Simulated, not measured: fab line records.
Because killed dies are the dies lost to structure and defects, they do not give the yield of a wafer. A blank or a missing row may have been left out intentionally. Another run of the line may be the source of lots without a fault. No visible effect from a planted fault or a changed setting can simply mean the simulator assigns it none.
Matching of chambers -- flow nand_harc -- 4 sister chambers for NHARC_A_BONDPAD_ETCH_34 on rie_diel-01
The step etches the open film in N2/H2, target depth 60 nm, overetch 18 nm, time 65.91 s. 20 wafers are shown with their chamber, then 10 later ones without.

## WAFERS PAIRED WITH THEIR CHAMBERS
wafer,chamber,showerhead_plenum_p_Torr (Torr),drypump_motor_current_A (A),rf_vpp_V (V)
L756.4,0,1.92,5.3,426.1
L756.5,2,1.90,6.1,426.7
L756.6,1,1.91,6.2,426.7
L754.2,3,2.16,5.6,435.1
L754.4,2,1.90,6.1,427.6
L754.6,2,1.89,6.1,425.9
L755.1,0,1.92,5.3,427.4
L755.2,2,1.90,6.1,425.5
L755.6,2,1.89,6.1,426.3
L758.2,2,1.89,6.1,425.8
L758.4,1,1.91,6.2,426.4
L758.5,1,1.91,6.3,427.2
L757.1,1,1.91,6.3,428.8
L757.3,0,1.92,5.3,427.6
L757.5,2,1.90,6.1,425.5
L760.4,1,1.91,6.3,427.3
L760.5,2,1.89,6.1,425.4
L760.6,3,2.16,5.6,432.6
L767.1,3,2.16,5.6,433.8
L767.2,2,1.89,6.1,426.8

SIGNATURES, as means of the wafers listed above
reading,chamber 0,chamber 1,chamber 2,chamber 3,scatter within a chamber
showerhead_plenum_p_Torr,1.9200,1.9100,1.8944,2.1600,0.00373
drypump_motor_current_A,5.300,6.260,6.100,5.600,0.0274
rf_vpp_V,427.033,427.280,426.167,433.833,0.878
Rule: a wafer lies at a distance from a chamber equal to the root of the sum of squares, over the readings, of (its reading less the chamber's mean, divided by the reading's scatter). The wafer belongs to the nearest chamber; if the next one is less than 2 further off, it can't be placed. The scatter: take each reading less its chamber's mean, square it, sum over the shown wafers, divide by the number of wafers less the number of chambers, and take the root.

## WAFERS WHOSE CHAMBER IS MISSING
wafer,showerhead_plenum_p_Torr (Torr),drypump_motor_current_A (A),rf_vpp_V (V)
L767.6,1.91,5.3,424.0
L766.3,1.91,5.3,426.9
L766.4,1.91,6.2,425.9
L766.5,1.91,5.3,426.7
L776.2,2.16,5.5,433.8
L776.4,1.89,6.1,426.8
L776.5,2.16,5.6,434.5
L777.1,1.91,6.2,427.8
L777.2,2.16,5.6,432.8
L777.3,1.89,6.1,427.9

## EACH ONE'S CHAMBER
wafer,from the rows above,in truth
L767.6,0,0
L766.3,0,0
L766.4,1,1
L766.5,0,0
L776.2,3,3
L776.4,2,2
L776.5,3,3
L777.1,1,1
L777.2,3,3
L777.3,2,2
Correct placement for 10 of the 10. Not placeable from these rows: 0. 0 placed wrongly.
